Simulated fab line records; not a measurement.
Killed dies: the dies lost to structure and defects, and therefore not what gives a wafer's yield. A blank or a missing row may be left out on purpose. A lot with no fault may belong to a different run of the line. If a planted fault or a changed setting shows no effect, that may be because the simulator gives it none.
What tool caused it?	flow n5Finfet	23 lots, 69 wafers sampled, at 6 steps of a route of 1938

## WHAT EACH GAUGE READ, for each wafer
N5_FIN_SAQP_OCD_MEAS_76.
lot	measured	on	trenchDepthNm (nm)
L074	day 2 04:01	ocd-02	118.6 121.7 120.0
L076	day 2 15:59	ocd-01	119.7 120.3 120.9
L077	day 2 20:38	ocd-01	117.1 118.0 122.1
L078	day 3 03:26	ocd-01	120.9 120.1 120.3
L079	day 3 10:34	ocd-02	120.2 119.0 120.5
L080	day 3 16:15	ocd-02	120.4 120.0 120.6
L081	day 3 21:07	ocd-01	120.7 121.0 118.2
L082	day 4 03:34	ocd-01	122.4 120.5 120.9
L083	day 4 09:49	ocd-02	121.0 119.6 117.8
L084	day 4 14:28	ocd-02	120.2 118.2 121.7
L085	day 4 20:08	ocd-01	115.4 119.1 120.3
L086	day 5 02:46	ocd-01	121.9 117.8 119.9
L087	day 5 08:17	ocd-02	120.2 121.5 120.2
L088	day 5 14:12	ocd-01	120.6 121.9 120.5
L089	day 5 21:14	ocd-01	120.5 121.2 120.5
L090	day 6 03:44	ocd-02	122.4 121.8 123.7
L091	day 6 08:00	ocd-01	118.9 122.0 118.2
L092	day 6 14:28	ocd-02	121.8 121.2 120.4
L093	day 6 20:05	ocd-02	120.0 122.1 121.1
L094	day 7 03:41	ocd-01	122.8 122.3 120.6
L095	day 7 09:47	ocd-01	120.4 122.7 119.7
L096	day 7 15:26	ocd-01	120.8 119.3 119.1
L097	day 7 20:29	ocd-02	118.3 117.5 119.6

## TOOL THAT RAN EACH LOT (tool first, then ch and the chambers of the sampled wafers, then the start)
lot	N5_PMOS_HMC_CHANNEL_EPI_ETCH_38	N5_PMOS_HMC_CHANNEL_EPI_FIN_RECESS_16	N5_PMOS_HMC_CHANNEL_EPI_EPI_26	N5_FIN_SAQP_HM_DEP_03	N5_FIN_SAQP_ETCH_51
L074	rieSi-01 ch 0,1, day 1 18:45	rieSi-01 ch 0,1, day 1 18:46	epiRpcvd-02 ch 0, day 1 21:09	pecvd-02 ch 1,2, day 1 22:14	rieDiel-04 ch 0,1,2, day 1 23:13
L076	rieSi-01 ch 1,2,3, day 2 06:38	rieSi-01 ch 1,2,3, day 2 06:40	epiRpcvd-04 ch 0, day 2 08:35	pecvd-02 ch 0,1, day 2 09:34	rieDiel-04 ch 0,1,2, day 2 10:45
L077	rieSi-06 ch 0,2,3, day 2 11:46	rieSi-06 ch 0,2,3, day 2 11:47	epiRpcvd-02 ch 0, day 2 13:48	pecvd-03 ch 0,1,2, day 2 14:40	rieDiel-05 ch 0,2,3, day 2 15:53
L078	rieSi-01 ch 1,2,3, day 2 19:07	rieSi-01 ch 1,2,3, day 2 19:08	epiRpcvd-03 ch 0, day 2 21:02	pecvd-03 ch 0,1,2, day 2 22:11	rieDiel-05 ch 0,1,2, day 2 23:07
L079	rieSi-06 ch 0,2, day 3 00:38	rieSi-06 ch 0,2, day 3 00:39	epiRpcvd-03 ch 0, day 3 02:34	pecvd-02 ch 1,2, day 3 03:43	rieDiel-05 ch 1,3, day 3 04:41
L080	rieSi-01 ch 0,3, day 3 05:51	rieSi-01 ch 0,3, day 3 05:52	epiRpcvd-02 ch 0, day 3 08:43	pecvd-03 ch 0,2, day 3 10:12	rieDiel-04 ch 1,2, day 3 11:07
L081	rieSi-06 ch 0,2,3, day 3 12:41	rieSi-06 ch 0,2,3, day 3 12:43	epiRpcvd-04 ch 0, day 3 15:04	pecvd-02 ch 0,1,2, day 3 16:04	rieDiel-05 ch 1,2, day 3 16:58
L082	rieSi-06 ch 0,1, day 3 18:37	rieSi-06 ch 0,1, day 3 18:38	epiRpcvd-03 ch 0, day 3 20:37	pecvd-04 ch 0,1, day 3 21:45	rieDiel-01 ch 0,2, day 3 22:41
L083	rieSi-06 ch 2,3, day 3 23:59	rieSi-06 ch 2,3, day 4 00:00	epiRpcvd-03 ch 0, day 4 02:07	pecvd-02 ch 0,1,2, day 4 03:26	rieDiel-01 ch 0,3, day 4 04:58
L084	rieSi-01 ch 0,2,3, day 4 06:20	rieSi-01 ch 0,2,3, day 4 06:22	epiRpcvd-03 ch 0, day 4 08:22	pecvd-02 ch 0,2, day 4 09:25	rieDiel-01 ch 0,2, day 4 10:20
L085	rieSi-06 ch 0,1,3, day 4 11:40	rieSi-06 ch 0,1,3, day 4 11:41	epiRpcvd-02 ch 0, day 4 14:03	pecvd-04 ch 0,1,2, day 4 15:10	rieDiel-05 ch 0,1,3, day 4 15:57
L086	rieSi-01 ch 0,1,2, day 4 18:19	rieSi-01 ch 0,1,2, day 4 18:20	epiRpcvd-03 ch 0, day 4 20:19	pecvd-02 ch 1,2, day 4 21:16	rieDiel-05 ch 1,2,3, day 4 22:02
L087	rieSi-01 ch 0,3, day 4 23:44	rieSi-01 ch 0,3, day 4 23:45	epiRpcvd-02 ch 0, day 5 02:04	pecvd-04 ch 0,1,2, day 5 02:58	rieDiel-05 ch 0,1,2, day 5 03:53
L088	rieSi-03 ch 0,1,3, day 5 05:47	rieSi-03 ch 0,1,3, day 5 05:48	epiRpcvd-03 ch 0, day 5 07:44	pecvd-03 ch 0,1,2, day 5 08:41	rieDiel-05 ch 0,1,3, day 5 09:29
L089	rieSi-06 ch 1,2, day 5 11:29	rieSi-06 ch 1,2, day 5 11:31	epiRpcvd-04 ch 0, day 5 13:29	pecvd-02 ch 0,2, day 5 14:28	rieDiel-01 ch 2,3, day 5 15:36
L090	rieSi-01 ch 0,1,2, day 5 18:23	rieSi-01 ch 0,1,2, day 5 18:24	epiRpcvd-03 ch 0, day 5 20:23	pecvd-04 ch 0,1, day 5 21:51	rieDiel-05 ch 0,1,2, day 5 22:55
L091	rieSi-06 ch 1,3, day 5 23:55	rieSi-06 ch 1,3, day 5 23:56	epiRpcvd-03 ch 0, day 6 01:51	pecvd-02 ch 1,2, day 6 02:49	rieDiel-01 ch 0,3, day 6 03:48
L092	rieSi-06 ch 0,1,2, day 6 06:06	rieSi-06 ch 0,1,2, day 6 06:07	epiRpcvd-02 ch 0, day 6 08:01	pecvd-04 ch 0,1, day 6 08:57	rieDiel-01 ch 0,3, day 6 09:52
L093	rieSi-06 ch 0,1,3, day 6 11:45	rieSi-06 ch 0,1,3, day 6 11:46	epiRpcvd-03 ch 0, day 6 13:47	pecvd-04 ch 0,1,2, day 6 14:49	rieDiel-01 ch 1,2,3, day 6 15:44
L094	rieSi-06 ch 0,1,2, day 6 18:08	rieSi-06 ch 0,1,2, day 6 18:09	epiRpcvd-04 ch 0, day 6 20:31	pecvd-04 ch 0,1,2, day 6 21:29	rieDiel-01 ch 1,2,3, day 6 22:50
L095	rieSi-06 ch 0,1,2, day 7 00:51	rieSi-06 ch 0,1,2, day 7 00:52	epiRpcvd-03 ch 0, day 7 03:02	pecvd-03 ch 0,1,2, day 7 04:00	rieDiel-01 ch 0,3, day 7 05:10
L096	rieSi-01 ch 1,3, day 7 07:07	rieSi-01 ch 1,3, day 7 07:08	epiRpcvd-03 ch 0, day 7 09:08	pecvd-03 ch 0,1, day 7 10:17	rieDiel-05 ch 0,3, day 7 11:09
L097	rieSi-01 ch 0,2, day 7 12:22	rieSi-01 ch 0,2, day 7 12:23	epiRpcvd-02 ch 0, day 7 14:19	pecvd-02 ch 0,1, day 7 15:17	rieDiel-04 ch 0,3, day 7 16:04
- N5_PMOS_HMC_CHANNEL_EPI_ETCH_38: etches SiO2 in CF4, target depth 1.5 nm.
- N5_PMOS_HMC_CHANNEL_EPI_FIN_RECESS_16: chemistry HBr/Cl2, target Si, target depth 54 nm, time 18 s.
- N5_PMOS_HMC_CHANNEL_EPI_EPI_26: deposits Si from SiH4/H2, target thk 3.8 nm, time 22.7 s.
- N5_FIN_SAQP_HM_DEP_03: deposits SiNx from SiH4/NH3/N2, target thk 38 nm, time 33.6 s.
- N5_FIN_SAQP_ETCH_51: etches SiARC in CF4, target depth 45.5 nm, time 75.8 s.

## WHAT THE TOOLS THEMSELVES READ (means of the sampled wafers that have a number; where no wafer has one, the mark that the record gives instead)
N5_PMOS_HMC_CHANNEL_EPI_ETCH_38.
lot	tool	drypumpMotorCurrentA (A)	oesProductAu (a.u.)	rfFwdPowerW (W)	throttleValvePct (%)
L074	rieSi-01	6.1	1.006	783	21.62
L076	rieSi-01	6.1	0.987	781	21.58
L077	rieSi-06	5.6	0.992	784	21.66
L078	rieSi-01	6.1	0.989	782	21.58
L079	rieSi-06	5.3	1.007	785	21.42
L080	rieSi-01	6.0	1.003	784	21.81
L081	rieSi-06	5.6	0.999	782	21.66
L082	rieSi-06	5.7	0.991	783	21.56
L083	rieSi-06	5.6	0.987	782	21.92
L084	rieSi-01	6.1	1.011	784	21.73
L085	rieSi-06	5.8	0.996	783	21.82
L086	rieSi-01	6.3	1.003	781	21.63
L087	rieSi-01	6.0	1.003	784	21.82
L088	rieSi-03	5.7	0.981	785	21.65
L089	rieSi-06	5.2	1.025	782	21.56
L090	rieSi-01	6.2	1.008	782	21.63
L091	rieSi-06	5.9	1.003	784	22.07
L092	rieSi-06	5.5	1.009	786	21.56
L093	rieSi-06	5.8	0.997	784	21.82
L094	rieSi-06	5.5	1.009	785	21.58
L095	rieSi-06	5.5	1.009	787	21.57
L096	rieSi-01	5.9	0.982	783	21.66
L097	rieSi-01	6.4	1.006	786	21.65

N5_PMOS_HMC_CHANNEL_EPI_FIN_RECESS_16.
lot	tool	drypumpMotorCurrentA (A)	oesProductAu (a.u.)	rfFwdPowerW (W)	throttleValvePct (%)
L074	rieSi-01	6.1	0.998	794.9	35.3
L076	rieSi-01	6.2	0.981	794.9	35.3
L077	rieSi-06	5.6	0.983	796.7	35.4
L078	rieSi-01	6.1	0.995	794.6	35.3
L079	rieSi-06	5.3	0.998	791.9	35.1
L080	rieSi-01	6.0	1.011	793.4	35.6
L081	rieSi-06	5.6	1.000	796.7	35.4
L082	rieSi-06	5.8	0.999	793.9	35.4
L083	rieSi-06	5.6	0.989	795.9	35.6
L084	rieSi-01	6.2	1.003	794.7	35.5
L085	rieSi-06	5.8	1.000	795.7	35.6
L086	rieSi-01	6.2	1.001	795.7	35.4
L087	rieSi-01	6.0	1.000	797.4	35.6
L088	rieSi-03	5.7	0.989	792.8	35.4
L089	rieSi-06	5.2	1.022	795.0	35.2
L090	rieSi-01	6.3	1.001	794.6	35.4
L091	rieSi-06	5.9	0.996	792.1	35.8
L092	rieSi-06	5.5	1.006	793.4	35.3
L093	rieSi-06	5.8	1.003	795.4	35.5
L094	rieSi-06	5.5	1.013	794.1	35.3
L095	rieSi-06	5.5	1.015	797.7	35.3
L096	rieSi-01	5.9	0.990	796.2	35.3
L097	rieSi-01	6.4	1.002	794.1	35.4

N5_PMOS_HMC_CHANNEL_EPI_EPI_26.
lot	tool	susceptorTempC (C)	throttleValvePct (%)
L074	epiRpcvd-02	650.06	11.0
L076	epiRpcvd-04	650.16	11.0
L077	epiRpcvd-02	649.93	10.9
L078	epiRpcvd-03	650.00	10.1
L079	epiRpcvd-03	649.57	10.1
L080	epiRpcvd-02	649.89	11.0
L081	epiRpcvd-04	649.80	11.1
L082	epiRpcvd-03	650.38	10.2
L083	epiRpcvd-03	649.82	10.0
L084	epiRpcvd-03	649.85	10.1
L085	epiRpcvd-02	650.20	11.1
L086	epiRpcvd-03	650.05	10.2
L087	epiRpcvd-02	649.97	11.1
L088	epiRpcvd-03	649.81	10.2
L089	epiRpcvd-04	650.05	11.1
L090	epiRpcvd-03	650.05	10.1
L091	epiRpcvd-03	650.17	10.2
L092	epiRpcvd-02	650.38	11.0
L093	epiRpcvd-03	650.13	10.2
L094	epiRpcvd-04	649.54	11.0
L095	epiRpcvd-03	650.14	10.2
L096	epiRpcvd-03	650.11	10.0
L097	epiRpcvd-02	650.11	10.9

N5_FIN_SAQP_HM_DEP_03.
lot	tool	heaterPowerW (W)	rfFwdPowerW (W)	showerheadPlenumPTorr (Torr)	showerheadVppV (V)	susceptorTempC (C)	throttleValvePct (%)
L074	pecvd-02	818	298.5	5.21	1141	400.29	39.4
L076	pecvd-02	710	296.8	5.11	1180	400.01	42.4
L077	pecvd-03	691	296.7	5.05	1051	400.03	39.2
L078	pecvd-03	714	296.9	5.05	1056	400.01	39.1
L079	pecvd-02	776	298.4	5.21	1143	400.16	39.6
L080	pecvd-03	681	296.0	5.03	1057	400.03	39.2
L081	pecvd-02	795	296.6	5.16	1157	399.92	40.9
L082	pecvd-04	701	298.1	5.16	988	400.25	39.7
L083	pecvd-02	780	297.2	5.16	1160	399.96	41.0
L084	pecvd-02	826	296.0	5.10	1185	400.15	40.4
L085	pecvd-04	713	298.9	5.13	1047	400.21	39.4
L086	pecvd-02	782	299.1	5.23	1120	400.15	41.4
L087	pecvd-04	673	297.8	5.14	1045	400.26	39.5
L088	pecvd-03	726	297.1	5.05	1052	400.01	39.5
L089	pecvd-02	797	296.9	5.09	1183	399.93	40.6
L090	pecvd-04	760	298.4	5.17	1016	399.88	41.6
L091	pecvd-02	790	298.6	5.24	1112	399.74	41.6
L092	pecvd-04	714	298.8	5.18	1003	399.95	41.7
L093	pecvd-04	689	297.8	5.13	1045	399.61	39.7
L094	pecvd-04	693	297.6	5.14	1045	400.06	39.8
L095	pecvd-03	662	296.6	5.05	1055	399.96	39.3
L096	pecvd-03	715	297.1	5.03	1072	400.02	40.0
L097	pecvd-02	661	297.3	5.18	1137	399.91	42.9

N5_FIN_SAQP_ETCH_51.
lot	tool	drypumpMotorCurrentA (A)	etchRfOnTimeS (s)	oesProductAu (a.u.)	rfFwdPowerW (W)	rfVppV (V)	showerheadPlenumPTorr (Torr)	throttleValvePct (%)
L074	rieDiel-04	6.0	76.4	0.62	537.6	185.1	2.16	15.75
L076	rieDiel-04	6.0	76.5	0.61	540.2	183.8	2.16	15.77
L077	rieDiel-05	5.9	76.2	0.72	539.6	184.8	2.19	15.69
L078	rieDiel-05	6.1	75.0	0.71	540.6	184.9	2.22	15.61
L079	rieDiel-05	6.4	74.8	0.72	540.0	184.3	2.14	15.49
L080	rieDiel-04	5.8	76.7	0.62	542.3	183.9	2.14	15.82
L081	rieDiel-05	6.4	76.2	0.67	542.6	184.5	2.18	15.56
L082	rieDiel-01	6.0	76.6	0.74	539.0	183.8	2.14	15.47
L083	rieDiel-01	6.0	75.4	0.76	539.1	183.4	2.13	15.53
L084	rieDiel-01	5.5	76.3	0.67	539.1	184.4	2.17	15.53
L085	rieDiel-05	6.1	75.8	0.72	539.9	184.4	2.17	15.58
L086	rieDiel-05	6.2	75.4	0.69	539.9	184.5	2.15	15.68
L087	rieDiel-05	6.1	75.2	0.68	539.7	184.8	2.21	15.65
L088	rieDiel-05	6.1	76.3	0.71	538.6	184.6	2.16	15.60
L089	rieDiel-01	5.1	76.3	0.63	538.8	184.1	2.18	15.68
L090	rieDiel-05	6.1	76.0	0.68	540.3	184.5	2.21	15.66
L091	rieDiel-01	5.6	74.9	0.71	540.7	184.3	2.13	15.69
L092	rieDiel-01	6.1	75.6	0.73	537.1	183.8	2.12	15.57
L093	rieDiel-01	5.3	75.4	0.65	540.1	184.1	2.16	15.73
L094	rieDiel-01	5.3	75.5	0.65	539.9	184.5	2.16	15.73
L095	rieDiel-01	6.1	76.3	0.71	539.4	184.0	2.12	15.59
L096	rieDiel-05	5.8	77.3	0.70	538.3	184.7	2.20	15.69
L097	rieDiel-04	5.7	76.0	0.73	541.1	184.8	2.20	15.57

## THE ANSWER, worked out from the rows above alone
Rule: what is usual is taken from the lots themselves. The widest of any qualifying gaps counts: lots, ordered by their means at a reading, are off when they make up no more than a third of the lots, leave a main group of 4 or more, and stand apart from it by 3 or more times the standard deviation of that group's means. The tables above print the reading to a certain number of digits; a main group whose means all agree to those digits is not used. A lot without any number at a reading at which 4 lots or more have one is off too. Any other lot the step has rows for is counted as sound. First the gauges in route order, then the tools' own readings, where a lot's mean is used as printed above. At the first step where some lot is off, the reading lying furthest off is the one used; lots without a number count as furthest.
Nothing can be told from this: no lot is off at any reading shown.

## WHAT THE SIMULATOR HAD INSERTED
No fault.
